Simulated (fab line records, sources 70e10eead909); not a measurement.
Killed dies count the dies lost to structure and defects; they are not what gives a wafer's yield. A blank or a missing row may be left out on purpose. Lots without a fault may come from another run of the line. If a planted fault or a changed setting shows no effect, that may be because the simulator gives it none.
Chamber matching -- flow nand harc -- 4 sister chambers for NHARC_P_BONDPAD_ETCH_37 on rie diel-13
The step etches the open film in N2/H2, target depth 60 nm, overetch 18 nm, time 65.91 s. 4 wafers are shown with their chamber, then 8 later ones without.

## WAFERS WITH THEIR CHAMBER
wafer,chamber,drypump motor current A (A)
L173.3,3,6.4
L175.2,2,5.6
L175.5,1,5.6
L175.6,0,6.1

## WAFERS MISSING THEIR CHAMBER
wafer,drypump motor current A (A)
L176.1,5.6
L176.4,6.0
L176.5,5.7
L179.2,6.4
L179.3,5.6
L179.4,5.6
L183.3,5.6
L183.4,5.7

## CHAMBER TAKEN BY EACH
wafer,from the rows above,in truth
L176.1,can't be placed: 1 or 2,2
L176.4,0,0
L176.5,can't be placed: 1 or 2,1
L179.2,3,3
L179.3,can't be placed: 1 or 2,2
L179.4,can't be placed: 1 or 2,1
L183.3,can't be placed: 1 or 2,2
L183.4,can't be placed: 1 or 2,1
Correct placement for 2 of the 8. Not placeable from these rows: 6 (in 6, the candidates include the true chamber). Placed wrongly: 0.
How it was worked out, from the rows above alone: a wafer's distance from a chamber is the root of the sum, over the readings, of the square of ((its reading less the chamber's mean) divided by the reading's scatter). The wafer belongs to the nearest chamber; if the next one is less than 2 further off, it can't be placed. The mean given for a chamber averages the wafers shown for that chamber. The scatter (one wafer shown for each chamber): square how far every hidden wafer sits from the nearest shown wafer, average those squares and take the square root.
